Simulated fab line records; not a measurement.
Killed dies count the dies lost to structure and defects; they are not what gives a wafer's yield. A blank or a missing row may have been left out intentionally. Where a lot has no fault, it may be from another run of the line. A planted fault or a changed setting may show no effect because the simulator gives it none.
Lot-split experiment || flow n5_finfet || 39 wafers read from 7 lots, route of 1938 steps

ON THE SPLIT
At N5_BEOL_M13_SPUTTER_44 (material Ta, target thk 10 nm, time 16.13 s), the setting target_thk_a was moved away from the recipe's 100 angstrom on 12 of the 39 wafers read, by -54.9% to +44.7%. This setting was run at the recipe's value on the other wafers.

FROM THE SPLIT TO THE READING: what the file shows between them, 3 steps
- N5_BEOL_M13_SPUTTER_45: material Cu, target thk 80 nm, time 13.33 s
- N5_BEOL_M13_ECD_47: material Cu, target thk 936 nm
- N5_BEOL_M13_ANNEAL_48: time 90 s

THE READING
barrier_field_endpoint_s, in s, at N5_BEOL_M13_CMP_49 (polishes, stops on SiOC, t overpolish 17.1 s, target thk 420 nm). Fault-free wafers of this fab line usually give 30.3 s, standard deviation 0.82 s.

{"wafer": "L075.4", "tool, chamber at the split": "pvd_sputter-02, -", "target_thk_a as run, angstrom": 100, "against the recipe": "recipe", "barrier_field_endpoint_s, s": 29.8, "against lot-mates on the recipe": "-"}
{"wafer": "L075.1", "tool, chamber at the split": "pvd_sputter-02, -", "target_thk_a as run, angstrom": 45.62, "against the recipe": "-54.4%", "barrier_field_endpoint_s, s": 23.3, "against lot-mates on the recipe": -6.4}
{"wafer": "L075.2", "tool, chamber at the split": "pvd_sputter-02, -", "target_thk_a as run, angstrom": 100, "against the recipe": "recipe", "barrier_field_endpoint_s, s": 29.5, "against lot-mates on the recipe": "-"}
{"wafer": "L075.3", "tool, chamber at the split": "pvd_sputter-02, -", "target_thk_a as run, angstrom": 45.62, "against the recipe": "-54.4%", "barrier_field_endpoint_s, s": 23.7, "against lot-mates on the recipe": -6.0}
{"wafer": "L075.6", "tool, chamber at the split": "pvd_sputter-02, -", "target_thk_a as run, angstrom": 100, "against the recipe": "recipe", "barrier_field_endpoint_s, s": 29.8, "against lot-mates on the recipe": "-"}
{"wafer": "L075.5", "tool, chamber at the split": "pvd_sputter-02, -", "target_thk_a as run, angstrom": 45.62, "against the recipe": "-54.4%", "barrier_field_endpoint_s, s": 24.3, "against lot-mates on the recipe": -5.4}
{"wafer": "L081.2", "tool, chamber at the split": "pvd_sputter-02, -", "target_thk_a as run, angstrom": 100, "against the recipe": "recipe", "barrier_field_endpoint_s, s": 30.7, "against lot-mates on the recipe": "-"}
{"wafer": "L081.1", "tool, chamber at the split": "pvd_sputter-02, -", "target_thk_a as run, angstrom": 100, "against the recipe": "recipe", "barrier_field_endpoint_s, s": 30.1, "against lot-mates on the recipe": "-"}
{"wafer": "L081.4", "tool, chamber at the split": "pvd_sputter-02, -", "target_thk_a as run, angstrom": 100, "against the recipe": "recipe", "barrier_field_endpoint_s, s": 31.8, "against lot-mates on the recipe": "-"}
{"wafer": "L081.3", "tool, chamber at the split": "pvd_sputter-02, -", "target_thk_a as run, angstrom": 100, "against the recipe": "recipe", "barrier_field_endpoint_s, s": 31.7, "against lot-mates on the recipe": "-"}
{"wafer": "L081.5", "tool, chamber at the split": "pvd_sputter-02, -", "target_thk_a as run, angstrom": 100, "against the recipe": "recipe", "barrier_field_endpoint_s, s": 30.6, "against lot-mates on the recipe": "-"}
{"wafer": "L081.6", "tool, chamber at the split": "pvd_sputter-02, -", "target_thk_a as run, angstrom": 100, "against the recipe": "recipe", "barrier_field_endpoint_s, s": 30.4, "against lot-mates on the recipe": "-"}
{"wafer": "L084.4", "tool, chamber at the split": "pvd_sputter-03, -", "target_thk_a as run, angstrom": 100, "against the recipe": "recipe", "barrier_field_endpoint_s, s": 30.3, "against lot-mates on the recipe": "-"}
{"wafer": "L084.3", "tool, chamber at the split": "pvd_sputter-03, -", "target_thk_a as run, angstrom": 100, "against the recipe": "recipe", "barrier_field_endpoint_s, s": 30.2, "against lot-mates on the recipe": "-"}
{"wafer": "L084.2", "tool, chamber at the split": "pvd_sputter-03, -", "target_thk_a as run, angstrom": 45.06, "against the recipe": "-54.9%", "barrier_field_endpoint_s, s": 24.0, "against lot-mates on the recipe": -6.5}
{"wafer": "L084.1", "tool, chamber at the split": "pvd_sputter-03, -", "target_thk_a as run, angstrom": 45.06, "against the recipe": "-54.9%", "barrier_field_endpoint_s, s": 24.7, "against lot-mates on the recipe": -5.8}
{"wafer": "L084.6", "tool, chamber at the split": "pvd_sputter-03, -", "target_thk_a as run, angstrom": 100, "against the recipe": "recipe", "barrier_field_endpoint_s, s": 31.1, "against lot-mates on the recipe": "-"}
{"wafer": "L084.5", "tool, chamber at the split": "pvd_sputter-03, -", "target_thk_a as run, angstrom": 45.06, "against the recipe": "-54.9%", "barrier_field_endpoint_s, s": 23.7, "against lot-mates on the recipe": -6.8}
{"wafer": "L083.4", "tool, chamber at the split": "pvd_sputter-03, -", "target_thk_a as run, angstrom": 117.4, "against the recipe": "+17.4%", "barrier_field_endpoint_s, s": 32.2, "against lot-mates on the recipe": "+2.2"}
{"wafer": "L083.1", "tool, chamber at the split": "pvd_sputter-03, -", "target_thk_a as run, angstrom": 117.4, "against the recipe": "+17.4%", "barrier_field_endpoint_s, s": 31.4, "against lot-mates on the recipe": "+1.4"}
{"wafer": "L083.3", "tool, chamber at the split": "pvd_sputter-03, -", "target_thk_a as run, angstrom": 100, "against the recipe": "recipe", "barrier_field_endpoint_s, s": 30.2, "against lot-mates on the recipe": "-"}
{"wafer": "L083.2", "tool, chamber at the split": "pvd_sputter-03, -", "target_thk_a as run, angstrom": 100, "against the recipe": "recipe", "barrier_field_endpoint_s, s": 29.3, "against lot-mates on the recipe": "-"}
{"wafer": "L083.5", "tool, chamber at the split": "pvd_sputter-03, -", "target_thk_a as run, angstrom": 100, "against the recipe": "recipe", "barrier_field_endpoint_s, s": 30.4, "against lot-mates on the recipe": "-"}
{"wafer": "L083.6", "tool, chamber at the split": "pvd_sputter-03, -", "target_thk_a as run, angstrom": 117.4, "against the recipe": "+17.4%", "barrier_field_endpoint_s, s": 32.7, "against lot-mates on the recipe": "+2.7"}
{"wafer": "L086.3", "tool, chamber at the split": "pvd_sputter-02, -", "target_thk_a as run, angstrom": 100, "against the recipe": "recipe", "barrier_field_endpoint_s, s": 30.0, "against lot-mates on the recipe": "-"}
{"wafer": "L086.1", "tool, chamber at the split": "pvd_sputter-02, -", "target_thk_a as run, angstrom": 100, "against the recipe": "recipe", "barrier_field_endpoint_s, s": 30.7, "against lot-mates on the recipe": "-"}
{"wafer": "L086.2", "tool, chamber at the split": "pvd_sputter-02, -", "target_thk_a as run, angstrom": 100, "against the recipe": "recipe", "barrier_field_endpoint_s, s": 29.8, "against lot-mates on the recipe": "-"}
{"wafer": "L086.4", "tool, chamber at the split": "pvd_sputter-02, -", "target_thk_a as run, angstrom": 100, "against the recipe": "recipe", "barrier_field_endpoint_s, s": 30.5, "against lot-mates on the recipe": "-"}
{"wafer": "L086.6", "tool, chamber at the split": "pvd_sputter-02, -", "target_thk_a as run, angstrom": 100, "against the recipe": "recipe", "barrier_field_endpoint_s, s": 30.7, "against lot-mates on the recipe": "-"}
{"wafer": "L086.5", "tool, chamber at the split": "pvd_sputter-02, -", "target_thk_a as run, angstrom": 100, "against the recipe": "recipe", "barrier_field_endpoint_s, s": 30.1, "against lot-mates on the recipe": "-"}
{"wafer": "L089.3", "tool, chamber at the split": "pvd_sputter-03, -", "target_thk_a as run, angstrom": 100, "against the recipe": "recipe", "barrier_field_endpoint_s, s": 28.8, "against lot-mates on the recipe": "-"}
{"wafer": "L089.1", "tool, chamber at the split": "pvd_sputter-03, -", "target_thk_a as run, angstrom": 144.7, "against the recipe": "+44.7%", "barrier_field_endpoint_s, s": 35.6, "against lot-mates on the recipe": "+5.9"}
{"wafer": "L089.2", "tool, chamber at the split": "pvd_sputter-03, -", "target_thk_a as run, angstrom": 144.7, "against the recipe": "+44.7%", "barrier_field_endpoint_s, s": 35.8, "against lot-mates on the recipe": "+6.1"}
{"wafer": "L089.4", "tool, chamber at the split": "pvd_sputter-03, -", "target_thk_a as run, angstrom": 144.7, "against the recipe": "+44.7%", "barrier_field_endpoint_s, s": 34.9, "against lot-mates on the recipe": "+5.2"}
{"wafer": "L089.5", "tool, chamber at the split": "pvd_sputter-03, -", "target_thk_a as run, angstrom": 100, "against the recipe": "recipe", "barrier_field_endpoint_s, s": 29.7, "against lot-mates on the recipe": "-"}
{"wafer": "L089.6", "tool, chamber at the split": "pvd_sputter-03, -", "target_thk_a as run, angstrom": 100, "against the recipe": "recipe", "barrier_field_endpoint_s, s": 30.5, "against lot-mates on the recipe": "-"}
{"wafer": "L093.3", "tool, chamber at the split": "pvd_sputter-03, -", "target_thk_a as run, angstrom": 100, "against the recipe": "recipe", "barrier_field_endpoint_s, s": 29.7, "against lot-mates on the recipe": "-"}
{"wafer": "L093.6", "tool, chamber at the split": "pvd_sputter-03, -", "target_thk_a as run, angstrom": 100, "against the recipe": "recipe", "barrier_field_endpoint_s, s": 30.0, "against lot-mates on the recipe": "-"}
{"wafer": "L093.5", "tool, chamber at the split": "pvd_sputter-03, -", "target_thk_a as run, angstrom": 100, "against the recipe": "recipe", "barrier_field_endpoint_s, s": 30.1, "against lot-mates on the recipe": "-"}

THE FIT
A straight line over all 39 wafers: barrier_field_endpoint_s changes by +0.115 s for each +1% of target_thk_a; r = +0.98; the points scatter about the line by 0.61 s.
The same after taking each lot's own level away (the mean of its wafers on the recipe; 39 wafers): +0.118 s for each +1%; r = +0.99; scatter 0.51 s.
That fit puts the effect of the largest move of target_thk_a on the reading at 6.5 s.
The lots' own levels span 29.67 to 30.88 s, that is 1.5 times the standard deviation above.
So the lot-to-lot level changes the slope little: the two slopes agree.
Check: -6.35 s against its lot-mates is what the line predicts for one of the wafers moved furthest among these (-54.9%) when that wafer is left out of the fit. It came out at -6.53 s against them.

THE OTHER SPLITS THESE WAFERS WENT THROUGH
Before the reading, these wafers also passed through other splits. Each is held against what the fit with the lots' levels taken away leaves over:
{"other split on the same wafers": "N5_BEOL_M4_TRENCH_ETCH_37 time_s", "wafers away from the commonest value": 18, "r with barrier_field_endpoint_s (lot level and that fit taken away)": -0.04}
{"other split on the same wafers": "N5_BEOL_M7_ILD_DEP_00 target_thk_a", "wafers away from the commonest value": 18, "r with barrier_field_endpoint_s (lot level and that fit taken away)": -0.12}
{"other split on the same wafers": "N5_BEOL_M9_CVD_78 target_thk_a", "wafers away from the commonest value": 15, "r with barrier_field_endpoint_s (lot level and that fit taken away)": "+0.11"}

THE WHOLE CHAIN: every reading that the file lists as answering this split, in the file's order
{"step": "N5_BEOL_M13_SPUTTER_44", "what it does": "material Ta, target thk 10 nm, time 16.13 s", "reading": "Ta_of_BEOL_M13_SPUTTER_44.thk_nm (the simulator's own value, which no gauge read)", "change (the file's fit)": "+0.102 nm for each +1% of the setting", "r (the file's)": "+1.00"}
{"step": "N5_BEOL_M13_CMP_49", "what it does": "polishes, stops on SiOC, t overpolish 17.1 s, target thk 420 nm", "reading": "barrier_field_endpoint_s", "change (the file's fit)": "+0.117 s for each +1% of the setting", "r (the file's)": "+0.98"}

FILE'S OWN FIT
barrier_field_endpoint_s changes by +0.117 s for each +1% of target_thk_a, r = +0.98.
